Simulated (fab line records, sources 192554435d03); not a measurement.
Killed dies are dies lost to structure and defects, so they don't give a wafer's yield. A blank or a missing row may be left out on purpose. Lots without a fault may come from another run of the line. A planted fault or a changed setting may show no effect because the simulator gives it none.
fab line records | flow n5_finfet
record lots=10 wafers=30 last_day=19
route steps=1938 shown BEOL_M10@1473 PASSIVATION@1936
lots that met no fault: from a run of the same line without faults
start_h: hours from the record's first day to the start of the lot's first wafer shown | wait_h: hours since the lot's step before | " the same as in the row above | L1.1+2: a row that stands for several wafers | - no value, or no start given | * or withheld: withheld | < > ~ a bound
route shown NAME@n: a module of which the file shows steps, and the number in the route of the first | usual: mean/standard deviation of fault-free wafers | same: alike in all rows | chamber/n: place in a boat | sites: the reading at each site | _std_site: their standard deviation | _edge_site: outer sites' mean less inner sites' | radius_mm: how far each site lies from the wafer's centre | mask NAME#n: copy n | behind: the tool/chamber that last shaped the wafer | hold: why the lot was held/for how many hours/how that ended | device: the transistor (n, p or np) that didn't switch | end of line: the same wafers' tests at the end of the route | a step without rows: its recipe alone | killed: dies lost to structure and defects at the first sort, not the wafer's yield | map: a wafer's dies, x killed, . not, _ none there
set.NAME: the setting as run; set.NAME@STEP: as run at that earlier step | model.NAME: the simulator's own value behind a step, which no gauge read
steps of the route over a sample of lots; a table a step, a row a wafer
services: from which hour (start_h, from the record's first day; less than 0 if before it) a tool's chamber was out of use, for how many hours, and why
## steps
# step N5_BEOL_M10_PECVD_70
# recipe material=SiO2 target_thk_a=200 temp_c=400 precursor=TEOS/O2 pressure_torr=5.5 rf_w=450 teos_flow_sccm=53.8 gas=O2 flow_sccm=3000 time_s=22.7
# usual heater_power_w=702/90 showerhead_plenum_p_Torr=8.81/0.074 throttle_valve_pct=22.4/1.3
# columns lot.wafer tool chamber start_h wait_h heater_power_w showerhead_plenum_p_Torr throttle_valve_pct
L917.1 pecvd-03 0 259.52 0.0 787 8.76 22.6
L917.3 " 1 " " 643 8.72 23.3
L917.6 " 1 " " 642 8.73 23.4
L920.1 pecvd-01 0 284.66 0.0 750 8.79 21.4
L920.4 " 0 " " 717 8.82 21.5
L920.5 " 1 " " 664 8.99 24.9
L922.1 pecvd-01 0 297.70 0.0 652 8.82 21.5
L922.4 " 1 " " 680 8.97 25.1
L922.6 " 2 " " 747 8.87 20.3
L924.1 pecvd-02 1 318.52 0.0 717 8.71 20.9
L924.3 " 2 " " 820 8.83 23.0
L924.4 " 2 " " 782 8.82 23.0
L927.1 pecvd-03 1 321.47 0.0 639 8.74 23.1
L927.4 " 1 " " 663 8.74 23.3
L927.6 " 0 " " 840 8.75 23.1
L926.2 pecvd-02 0 328.97 0.0 604 8.82 23.4
L926.4 " 1 " " 681 8.71 21.0
L926.6 " 2 " " 803 8.83 23.2
L928.2 pecvd-03 1 334.86 0.0 598 8.75 23.3
L928.3 " 2 " " 719 8.85 20.5
L928.4 " 2 " " 712 8.84 20.9
L931.1 pecvd-03 0 367.50 0.0 849 8.75 22.8
L931.3 " 2 " " 609 8.88 20.6
L931.6 " 2 " " 622 8.85 20.9
L938.2 pecvd-01 1 398.17 0.0 533 8.98 24.9
L938.5 " 1 " " 546 8.98 24.6
L938.6 " 0 " " 756 8.80 21.6
L939.2 pecvd-01 0 400.58 0.0 713 8.80 21.9
L939.4 " 2 " " 705 8.85 21.0
L939.5 " 0 " " 711 8.82 21.5
# step N5_BEOL_M10_HM_OPEN_17
# recipe chemistry=Cl2/BCl3 target_depth_a=200 overetch_a=60 target=TiN mask_material=SOC ion_energy_ev=150 pressure_mtorr=10 icp_w=1000 bias_w=126 Cl2_flow_sccm=53.25 bcl3_flow_sccm=21.75 Ar_flow_sccm=25
# usual bcl3_flow_sccm=21.74/0.065 chamber_pressure_mTorr=9.998/0.009 drypump_motor_current_A=5.3/0.39 oes_product_au=0.70/0.047 throttle_valve_pct=22.10/0.26
# columns lot.wafer tool chamber start_h wait_h bcl3_flow_sccm chamber_pressure_mTorr drypump_motor_current_A oes_product_au rf_hours_counter_h throttle_valve_pct
L917.1 rie_metal-02 0 261.29 0.0 21.72 9.990 5.9 0.67 37 21.67
L917.3 " 1 " " 21.77 9.998 5.1 0.74 - 22.15
L917.6 " 0 " " 21.81 10.002 5.9 0.67 - 21.68
L920.1 rie_metal-02 1 287.73 0.0 21.84 9.993 5.1 0.73 21 22.16
L920.4 " 0 " " 21.75 9.990 5.9 0.66 - 21.66
L920.5 " 1 " " 21.83 10.000 5.1 0.73 - 22.16
L922.1 rie_metal-02 0 300.73 0.0 21.73 9.991 5.9 0.66 40 21.67
L922.4 " 1 " " 21.83 9.999 5.1 0.73 - 22.15
L922.6 " 1 " " 21.74 9.992 5.1 0.71 - 22.17
L924.1 rie_metal-02 1 319.99 0.0 21.82 10.011 5.1 0.72 23 22.18
L924.3 " 0 " " 21.75 9.985 5.9 0.66 - 21.65
L924.4 " 1 " " 21.71 10.001 5.1 0.72 - 22.16
L927.1 rie_metal-01 0 323.17 0.0 21.70 9.994 4.8 0.76 7 22.26
L927.4 " 0 " " 21.70 10.004 4.8 0.77 - 22.24
L927.6 " 0 " " 21.77 10.001 4.8 0.76 - 22.28
L926.2 rie_metal-03 1 331.39 0.0 21.56 9.998 5.4 0.65 45 22.22
L926.4 " 1 " " 21.75 9.990 5.4 0.65 - 22.21
L926.6 " 1 " " 21.76 9.991 5.4 0.65 - 22.22
L928.2 rie_metal-01 0 336.55 0.0 21.76 9.990 4.8 0.76 8 22.23
L928.3 " 0 " " 21.70 10.004 4.8 0.76 - 22.27
L928.4 " 1 " " 21.73 10.000 5.5 0.74 - 22.49
L931.1 rie_metal-02 1 370.23 0.0 21.78 9.982 5.1 0.71 28 22.17
L931.3 " 1 " " 21.66 10.005 5.1 0.71 - 22.16
L931.6 " 0 " " 21.84 9.996 5.9 0.65 - 21.68
L938.2 rie_metal-03 0 400.34 0.0 21.82 9.993 5.0 0.68 32 21.97
L938.5 " 1 " " 21.85 9.993 5.4 0.63 - 22.26
L938.6 " 0 " " 21.79 10.005 5.0 0.68 - 21.97
L939.2 rie_metal-03 0 402.18 0.0 21.62 9.997 5.0 0.68 33 21.97
L939.4 " 0 " " 21.67 10.001 5.0 0.68 - 21.97
L939.5 " 0 " " 21.68 9.999 5.0 0.68 - 21.96
# step N5_BEOL_M10_ETCH_65
# recipe chemistry=CF4 target=SiARC target_depth_a=390 mask_material=CAR-ArF time_s=65 ion_energy_ev=80 pressure_mtorr=40 source_w=545 bias_w=36 Ar_flow_sccm=100 cf4_flow_sccm=100 ends=cleared
# usual chamber_pressure_mTorr=40.00/0.036 drypump_motor_current_A=5.9/0.48 etch_rf_on_time_s=65.9/1.1 oes_product_au=0.68/0.074 rf_vpp_V=184.1/1.2 showerhead_plenum_p_Torr=2.14/0.084 throttle_valve_pct=15.6/0.36
# columns lot.wafer tool chamber start_h wait_h chamber_pressure_mTorr drypump_motor_current_A etch_rf_on_time_s oes_product_au rf_hours_counter_h rf_vpp_V showerhead_plenum_p_Torr throttle_valve_pct
L917.1 rie_diel-01 2 262.10 0.0 40.05 6.5 65.7 0.63 181 183.8 2.05 16.1
L917.3 " 0 " " 39.99 6.4 66.6 0.59 221 183.7 2.21 16.0
L917.6 " 0 " " 39.98 6.4 66.9 0.59 - 184.1 2.21 16.0
L920.1 rie_diel-01 2 290.18 0.0 39.94 6.6 65.9 0.62 189 182.8 2.05 16.1
L920.4 " 1 " " 40.10 5.8 63.4 0.72 64 183.3 2.08 15.6
L920.5 " 3 " " 39.99 5.9 63.4 0.74 - 183.4 2.08 15.2
L922.1 rie_diel-03 0 301.37 0.0 40.00 5.7 64.8 0.80 10 186.8 2.28 15.2
L922.4 " 1 " " 39.98 5.2 66.6 0.75 34 184.1 2.18 15.2
L922.6 " 1 " " 40.03 5.2 66.1 0.75 - 184.0 2.18 15.2
L924.1 rie_diel-04 3 321.25 0.0 40.06 5.2 66.4 0.76 27 185.8 2.26 15.1
L924.3 " 0 " " 39.94 6.0 66.5 0.59 192 182.5 2.13 16.1
L924.4 " 2 " " 40.04 5.6 67.2 0.57 240 182.3 2.04 16.0
L927.1 rie_diel-01 2 325.84 0.0 40.03 6.6 65.8 0.61 202 182.8 2.04 16.1
L927.4 " 1 " " 40.01 5.8 64.9 0.71 75 183.4 2.07 15.7
L927.6 " 0 " " 40.02 6.4 66.8 0.57 - 184.2 2.20 16.0
L926.2 rie_diel-04 1 333.98 0.0 39.99 6.4 67.7 0.69 68 184.7 2.16 15.3
L926.4 " 0 " " 39.99 6.0 68.4 0.59 197 185.0 2.13 16.1
L926.6 " 2 " " 40.06 5.6 67.9 0.57 - 182.5 2.03 16.0
L928.2 rie_diel-01 2 337.52 0.0 40.03 6.5 65.9 0.61 206 181.6 2.04 16.1
L928.3 " 1 " " 39.99 5.7 64.3 0.71 80 184.6 2.07 15.7
L928.4 " 2 " " 40.02 6.5 65.2 0.61 - 181.7 2.04 16.1
L931.1 rie_diel-04 2 371.20 0.0 39.94 5.6 65.1 0.83 2 183.8 2.29 15.5
L931.3 " 0 " " 40.04 6.0 67.3 0.59 210 184.7 2.12 16.1
L931.6 " 0 " " 40.02 6.0 66.6 0.59 - 182.7 2.12 16.1
L938.2 rie_diel-03 0 401.48 0.0 40.00 5.6 64.8 0.74 45 185.9 2.27 15.3
L938.5 " 0 " " 39.94 5.6 65.0 0.75 - 185.8 2.27 15.3
L938.6 " 1 " " 39.98 5.2 65.9 0.71 - 185.2 2.17 15.3
L939.2 rie_diel-01 1 403.74 0.0 40.02 5.7 65.4 0.68 103 181.7 2.07 15.7
L939.4 " 0 " " 40.08 6.4 66.0 0.80 16 183.8 2.19 15.6
L939.5 " 1 " " 39.96 5.8 65.7 0.68 - 184.3 2.07 15.7
# step N5_BEOL_M10_ANNEAL_51
# recipe temp_c=225 time_s=90 ambient=N2
# usual wafer_temp_C_max=226.03/0.23
# columns lot.wafer tool chamber start_h wait_h wafer_temp_C_max
L917.1 rtp_anneal-01 0 265.59 0.2 226.32
L917.3 " 0 " " 226.08
L917.6 " 0 " " 226.42
L920.1 rtp_anneal-02 0 292.84 0.6 225.82
L920.4 " 0 " " 225.92
L920.5 " 0 " " 225.66
L922.1 rtp_anneal-01 0 304.58 0.1 226.15
L922.4 " 0 " " 226.07
L922.6 " 0 " " 225.78
L924.1 rtp_anneal-01 0 323.64 0.1 226.17
L924.3 " 0 " " 226.26
L924.4 " 0 " " 226.14
L927.1 rtp_anneal-01 0 327.81 0.1 225.92
L927.4 " 0 " " 225.78
L927.6 " 0 " " 226.28
L926.2 rtp_anneal-01 0 336.09 0.1 225.65
L926.4 " 0 " " 225.84
L926.6 " 0 " " 225.94
L928.2 rtp_anneal-02 0 340.40 0.1 225.93
L928.3 " 0 " " 226.26
L928.4 " 0 " " 225.94
L931.1 rtp_anneal-01 0 375.52 0.3 226.09
L931.3 " 0 " " 226.18
L931.6 " 0 " " 226.30
L938.2 rtp_anneal-01 0 404.54 0.2 226.10
L938.5 " 0 " " 225.95
L938.6 " 0 " " 225.84
L939.2 rtp_anneal-01 0 406.15 0.2 226.11
L939.4 " 0 " " 225.71
L939.5 " 0 " " 226.06
# step N5_BEOL_M10_CMP_52
# recipe stop_on=SiCOH_lowk t_overpolish_s=7 down_force_psi=1 platen_rpm=50 clearing_platen_down_force_psi=1.5 clearing_platen_rpm=50 post_cmp_clean=cu_alkaline target_thk_nm=140 clearing_platen_pad_velocity_m_s=0.99484 pad_velocity_m_s=0.99484
# usual barrier_field_endpoint_s=28.6/0.68 motor_current_A=6.3/0.48 slurry_flow_ml_min=150.0/0.47
# columns lot.wafer tool chamber start_h wait_h barrier_field_endpoint_s motor_current_A slurry_flow_ml_min
L917.1 cmp-02 3 266.08 0.4 28.7 6.9 149.8
L917.3 " 0 " " 27.9 5.8 149.5
L917.6 " 2 " " 29.7 6.8 149.9
L920.1 cmp-04 2 293.13 0.3 28.0 6.3 150.5
L920.4 " 3 " " 28.3 6.4 150.4
L920.5 " 2 " " 27.5 5.9 150.3
L922.4 cmp-04 2 304.87 0.1 28.0 6.6 149.8
L922.1 " 0 " " 28.3 5.8 151.2
L922.6 " 2 " " 27.6 6.5 150.1
L924.3 cmp-02 1 323.94 0.2 29.4 6.7 149.3
L924.4 " 2 " " 29.5 6.5 149.8
L924.1 " 3 " " 29.4 7.4 150.2
L927.4 cmp-04 2 328.15 0.2 28.1 6.8 150.0
L927.1 " 0 " " 29.7 5.5 149.5
L927.6 " 2 " " 28.7 6.5 149.1
L926.2 cmp-04 1 336.34 0.2 28.5 6.7 150.5
L926.4 " 0 " " 28.6 5.8 150.5
L926.6 " 1 " " 28.0 6.3 150.5
L928.2 cmp-02 1 340.69 0.2 22.5 6.5 149.5
L928.3 " 2 " " 29.4 6.9 150.4
L928.4 " 3 " " 28.8 7.2 149.5
L931.1 cmp-02 2 375.89 0.3 23.1 6.6 150.4
L931.3 " 3 " " 28.6 7.3 149.5
L931.6 " 2 " " 30.1 6.9 150.7
L938.2 cmp-02 1 404.84 0.3 27.7 6.6 149.6
L938.5 " 0 " " 28.8 5.9 149.2
L938.6 " 1 " " 28.2 6.6 150.3
L939.2 cmp-02 0 406.41 0.2 28.0 5.6 149.4
L939.4 " 1 " " 28.4 6.2 150.2
L939.5 " 0 " " 28.4 5.6 148.9
# step N5_PASSIVATION_PROBE_49
# usual defect_limited_yield=91.5/1.4 killed_at_M0_to_M3=34/11 killed_at_M4_up=15/6 killed_at_contacts=11/5.9 killed_at_front_end=37/11 killed_at_other=3.6/2.9 killed_dies=101/17 killed_open=66/12 killed_short=33/7.8 sort_bin_5_function=5.0/0.97 sort_bin_6_memory=3.2/0.65 sort_n_pass=1079/17 sort_yield_pct=91.4/1.4
# same gross_dies=1180 killed_at_back_side=0 sort_bin_4_leakage[%]=0 sort_bin_8_speed[%]=0
# columns lot.wafer tool chamber start_h wait_h defect_limited_yield[%] killed_at_M0_to_M3 killed_at_M4_up killed_at_contacts killed_at_front_end killed_at_other killed_dies killed_open killed_short sort_bin_5_function[%] sort_bin_6_memory[%] sort_n_pass sort_yield_pct[%]
L927.1 prober-01 - 375.87 0.0 92.3 39 8 4 38 2 91 47 43 4.9 2.4 1089 92.3
L927.4 prober-01 - 376.02 0.2 92.3 25 8 8 47 3 91 65 24 4.4 2.9 1089 92.3
L927.6 prober-01 - 376.12 0.3 92.5 29 10 4 44 1 88 54 34 4.9 2.2 1092 92.5
L928.2 prober-02 - 401.85 0.1 91.3 43 15 12 32 1 103 69 32 4.3 4.2 1077 91.3
L928.3 prober-02 - 401.90 0.1 93.9 17 12 6 37 0 72 48 24 4.2 1.5 1108 93.9
L928.4 prober-02 - 401.95 0.2 94.2 19 14 5 25 5 68 42 25 3.8 1.6 1112 94.2
# killed by level:class
L927.1 BEOL_M0_SAQP:geometric_particle:short=11 GATE_CUT:geometric_particle:short=10 BEOL_M3:geometric_particle:open=9 FIN_SAQP:geometric_particle:short=6 STI_FIN_REVEAL:geometric_particle:open=5 BEOL_M1:geometric_particle:open=5 MOL_CONTACT_COAG:geometric_particle:open=4 BEOL_M3:geometric_particle:short=4
L927.4 STI_FIN_REVEAL:geometric_particle:open=12 GATE_CUT:geometric_particle:short=8 MOL_CONTACT_COAG:geometric_particle:open=8 BEOL_M3:geometric_particle:open=7 STARTING-WAFER:geometric_particle:open=6 DUMMY_GATE:geometric_particle:open=5 BEOL_M4:geometric_particle:open=5 FIN_SAQP:geometric_particle:open=4
L927.6 STI_FIN_REVEAL:geometric_particle:open=11 FIN_SAQP:geometric_particle:open=7 GATE_CUT:geometric_particle:short=7 BEOL_M2:geometric_particle:short=7 BEOL_M3:geometric_particle:open=7 DUMMY_GATE:geometric_particle:open=5 ILD0:geometric_particle:short=5 BEOL_M2:geometric_particle:open=4
L928.2 MOL_CONTACT_COAG:geometric_particle:open=12 BEOL_M2:geometric_particle:open=9 BEOL_M0_SAQP:geometric_particle:short=8 GATE_CUT:geometric_particle:open=6 BEOL_M3:geometric_particle:open=6 FIN_SAQP:geometric_particle:open=5 BEOL_M2:geometric_particle:short=5 BEOL_M0:geometric_particle:open=5
L928.3 STI_FIN_REVEAL:geometric_particle:open=7 BEOL_M4:geometric_particle:open=7 BEOL_M3:geometric_particle:open=7 GATE_CUT:geometric_particle:short=5 GATE_CUT:geometric_particle:open=5 ILD0:geometric_particle:open=4 MOL_CONTACT_COAG:geometric_particle:open=4 BEOL_M7:geometric_particle:open=4
L928.4 BEOL_M4:geometric_particle:open=6 GATE_CUT:geometric_particle:open=5 BEOL_M0_SAQP:geometric_particle:short=5 MOL_CONTACT_COAG:geometric_particle:open=4 BEOL_M3:geometric_particle:open=4 FIN_SAQP:geometric_particle:short=3 STI_FIN_REVEAL:geometric_particle:open=3 BEOL_M2:geometric_particle:short=3
## services
# columns tool chamber start_h hours kind
rie_diel-01 0 236.26 2.0 repair
pecvd-03 0 236.89 5.9 repair
cmp-02 - 238.36 4.0 pm
rie_diel-01 1 242.72 9.3 repair
rie_diel-03 1 252.93 10.3 repair
cmp-04 - 254.38 2.5 repair
rie_metal-02 1 279.14 2.2 repair
pecvd-01 - 284.69 6.0 pm
rie_diel-04 2 296.24 7.2 repair
pecvd-03 - 296.50 5.5 pm
pecvd-02 - 308.73 1.0 repair
cmp-02 - 331.91 3.7 repair
cmp-04 - 340.38 1.5 repair
rie_diel-03 0 346.69 3.6 repair
pecvd-03 - 346.72 1.8 repair
cmp-02 - 357.00 0.5 repair
rie_diel-04 0 357.66 5.9 repair
cmp-02 - 362.91 10.7 pm
cmp-04 - 371.44 7.4 repair
pecvd-01 1 374.02 4.6 repair
pecvd-01 - 379.46 1.3 repair
cmp-02 - 384.46 2.4 repair
cmp-04 - 390.71 4.0 pm
rie_metal-02 - 393.96 1.2 repair
## key
first_sign step=N5_BEOL_M10_CMP_52 reading=barrier_field_endpoint_s direction=down sigmas=8.5 usual=28.6 struck=22.8
effect none on later readings
met_at N5_BEOL_M10_PECVD_70
struck_lots L928,L931
struck_wafers L928.2,L931.1
not_acting_at N5_BEOL_M10_HM_OPEN_17,N5_BEOL_M10_ETCH_65,N5_BEOL_M10_ANNEAL_51
onset_between 321.47 334.86
fault kind=process_parameter_drift tool=pecvd-03 chamber=- onset_h=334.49 steps=N5_BEOL_M10_PECVD_70 channel=time_s offset=* shape=step end_h=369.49 scope=struck_wafers_only acts_in=* stated=*
